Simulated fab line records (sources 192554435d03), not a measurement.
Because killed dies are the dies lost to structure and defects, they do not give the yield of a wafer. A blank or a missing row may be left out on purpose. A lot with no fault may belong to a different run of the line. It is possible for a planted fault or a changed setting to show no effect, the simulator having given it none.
Split-lot experiment	flow n5 finfet	route with 1938 steps; 7 lots, 39 wafers read

THE SPLIT ITSELF
At N5_MOL_CONTACT_COAG_ETCH_47 (etches SiNx in CH3F/O2, stops on W, target depth 27 nm), the setting over etch frac was moved away from the recipe's 0.2 on 15 of the 39 wafers read, by -3.4% to +6.9%. The other wafers ran this setting at the recipe's value.

The split's own step is where the reading is taken.

THE READING
etch.over etch s (the simulator's own value, which no gauge read), in s, at N5_MOL_CONTACT_COAG_ETCH_47 (etches SiNx in CH3F/O2, stops on W, target depth 27 nm). The file does not state a usual value for it. Here, 24 wafers ran the recipe; their average is 5.230 s with a standard deviation of 0.078 s.

wafer	tool, chamber at the split	over etch frac as run	against the recipe	etch.over etch s, s	against lot-mates on the recipe
L080.1	rie diel-01, 2	0.2	recipe	5.285	-
L080.2	rie diel-01, 3	0.2	recipe	5.276	-
L080.3	rie diel-01, 0	0.2	recipe	5.31	-
L080.4	rie diel-01, 1	0.2	recipe	5.073	-
L080.5	rie diel-01, 3	0.2	recipe	5.304	-
L080.6	rie diel-01, 0	0.2	recipe	5.29	-
L082.1	rie diel-02, 2	0.2	recipe	5.235	-
L082.2	rie diel-02, 1	0.1933	-3.4%	5.006	-0.274
L082.3	rie diel-02, 3	0.1933	-3.4%	5.056	-0.224
L082.4	rie diel-02, 0	0.1933	-3.4%	5.083	-0.197
L082.5	rie diel-02, 3	0.2	recipe	5.262	-
L082.6	rie diel-02, 0	0.2	recipe	5.343	-
L086.3	rie diel-04, 3,1	0.2	recipe	5.114	-
L086.6	rie diel-04, 3,1	0.2	recipe	5.114	-
L086.5	rie diel-04, 2	0.2	recipe	5.136	-
L089.1	rie diel-04, 1	0.2137	+6.9%	5.39	+0.185
L089.2	rie diel-04, 2	0.2	recipe	5.212	-
L089.3	rie diel-04, 0	0.2	recipe	5.203	-
L089.4	rie diel-04, 1	0.2137	+6.9%	5.504	+0.299
L089.5	rie diel-04, 0	0.2	recipe	5.201	-
L089.6	rie diel-04, 2	0.2137	+6.9%	5.629	+0.424
L096.1	rie diel-02, 1	0.2	recipe	5.258	-
L096.2	rie diel-02, 0	0.2	recipe	5.253	-
L096.3	rie diel-02, 2	0.2	recipe	5.213	-
L096.4	rie diel-02, 3	0.2089	+4.4%	5.432	+0.191
L096.5	rie diel-02, 0	0.2089	+4.4%	5.512	+0.271
L096.6	rie diel-02, 1	0.2089	+4.4%	5.454	+0.213
L097.1	rie diel-02, 3	0.2066	+3.3%	5.402	+0.219
L097.2	rie diel-02, 0	0.2	recipe	5.229	-
L097.3	rie diel-02, 1	0.2	recipe	5.159	-
L097.4	rie diel-02, 2	0.2	recipe	5.162	-
L097.5	rie diel-02, 3	0.2066	+3.3%	5.448	+0.265
L097.6	rie diel-02, 0	0.2066	+3.3%	5.473	+0.290
L091.1	rie diel-01, 2	0.1935	-3.2%	5.194	-0.100
L091.2	rie diel-01, 3	0.1935	-3.2%	5.092	-0.202
L091.3	rie diel-01, 0	0.2	recipe	5.383	-
L091.4	rie diel-01, 1	0.2	recipe	5.168	-
L091.5	rie diel-01, 3	0.2	recipe	5.331	-
L091.6	rie diel-01, 0	0.1935	-3.2%	5.207	-0.087
Where a row lists several chambers, the file gives one row for several wafers and doesn't say which wafer went through which chamber.

FIT RESULTS
A straight line over all 39 wafers: etch.over etch s changes by +0.0442 s for each +1% of over etch frac; r = +0.84; the points scatter about the line by 0.079 s.
The same after taking each lot's own level away (the mean of its wafers on the recipe; 39 wafers): +0.0514 s for each +1%; r = +0.90; scatter 0.067 s.
The reading moves by 0.35 s for the largest change in over etch frac, on that fit.
Measured against the standard deviation above, the lots' own levels, which go from 5.1213 to 5.2940 s, span 2.2 times it.
So the lot-to-lot level changes the slope: the two fits differ.
Check: for one of the wafers moved furthest among these (+6.9%), held out of the fit, the line's prediction against its lot-mates is +0.386 s. Against them it came out at +0.185 s.

THE OTHER SPLITS THESE WAFERS WENT THROUGH
Before the reading, these wafers also passed through other splits. Each is held against what the fit with the lots' levels taken away leaves over:
other split on the same wafers	wafers away from the commonest value	r with etch.over etch s (lot level and that fit taken away)
N5_WELL_APT_IMPLANT_32 energy kev	18	+0.20
N5_FIN_SAQP_EXPOSE_13 dose mj	6	-0.17
N5_DUMMY_GATE_ETCH_42 bias w	12	+0.03
N5_HKMG_FIN_HK_ALD_01 ald cycles	12	+0.26

FILE'S OWN FIT
etch.over etch s changes by +0.0515 s for each +1% of over etch frac, r = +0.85.
